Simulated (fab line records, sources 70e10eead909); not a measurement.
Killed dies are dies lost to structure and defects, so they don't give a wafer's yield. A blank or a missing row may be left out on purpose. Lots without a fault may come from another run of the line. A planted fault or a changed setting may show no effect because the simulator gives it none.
Which tool did it? | flow nand_harc | 7 lots, 21 wafers sampled, at 2 steps of a route of 1302

WHAT THE GAUGES READ, wafer by wafer
NHARC_A_ONON_D1_THK_MEAS_08: measures by ellipsometry.
lot  | measured     | on            | thk_nm (nm)
L133 | day 8 01:26  | film_metro-01 | 1009 1007 1008
L135 | day 8 18:07  | film_metro-01 | 993 992 993
L139 | day 10 18:48 | film_metro-02 | 984 985 985
L140 | day 11 06:44 | film_metro-01 | 996 994 995
L144 | day 12 12:10 | film_metro-01 | 1001 1004 1000
L147 | day 13 22:19 | film_metro-02 | 1004 1005 1005
L154 | day 17 01:08 | film_metro-01 | 585 584 584

WHICH TOOL RAN EACH LOT (tool, then ch and the chambers of the sampled wafers, then the start)
lot  | NHARC_A_ONON_D1_DEP_06
L133 | pecvd_onon-04 ch 0, day 8 01:02
L135 | pecvd_onon-04 ch 0, day 8 17:36
L139 | pecvd_onon-02 ch 0, day 10 18:20
L140 | pecvd_onon-03 ch 0, day 11 06:14
L144 | pecvd_onon-02 ch 0, day 12 11:40
L147 | pecvd_onon-02 ch 0, day 13 21:48
L154 | pecvd_onon-03 ch 0, day 17 00:41
- NHARC_A_ONON_D1_DEP_06: target thk 1000 nm.

THE ANSWER, worked out from the rows above alone
Rule: what is usual is taken from the lots themselves. Put in order of their means at a reading, lots are off if they are a third of the lots or fewer, leave a main group of 4 or more, and stand apart from it by a gap of 3 or more times the standard deviation of the main group's means; of several such gaps the widest counts. A main group whose means are all the same, to the digits that the tables above print for the reading, isn't used. A lot without any number at a reading at which 4 lots or more have one is off too. The other lots that the step has rows for count as sound.
Off: L154, at NHARC_A_ONON_D1_THK_MEAS_08 (thk_nm). The main group: mean 998 nm, standard deviation 7.9.
A tool fits if, at a process step before that reading, it ran every lot that is off, and no sound lot after the first of them. The gauges at NHARC_A_ONON_D1_THK_MEAS_08 are tried like those tools. Can't be told from this: 2 tools fit, pecvd_onon-03 at NHARC_A_ONON_D1_DEP_06, film_metro-01 at NHARC_A_ONON_D1_THK_MEAS_08.

WHAT THE SIMULATOR HAD PUT IN
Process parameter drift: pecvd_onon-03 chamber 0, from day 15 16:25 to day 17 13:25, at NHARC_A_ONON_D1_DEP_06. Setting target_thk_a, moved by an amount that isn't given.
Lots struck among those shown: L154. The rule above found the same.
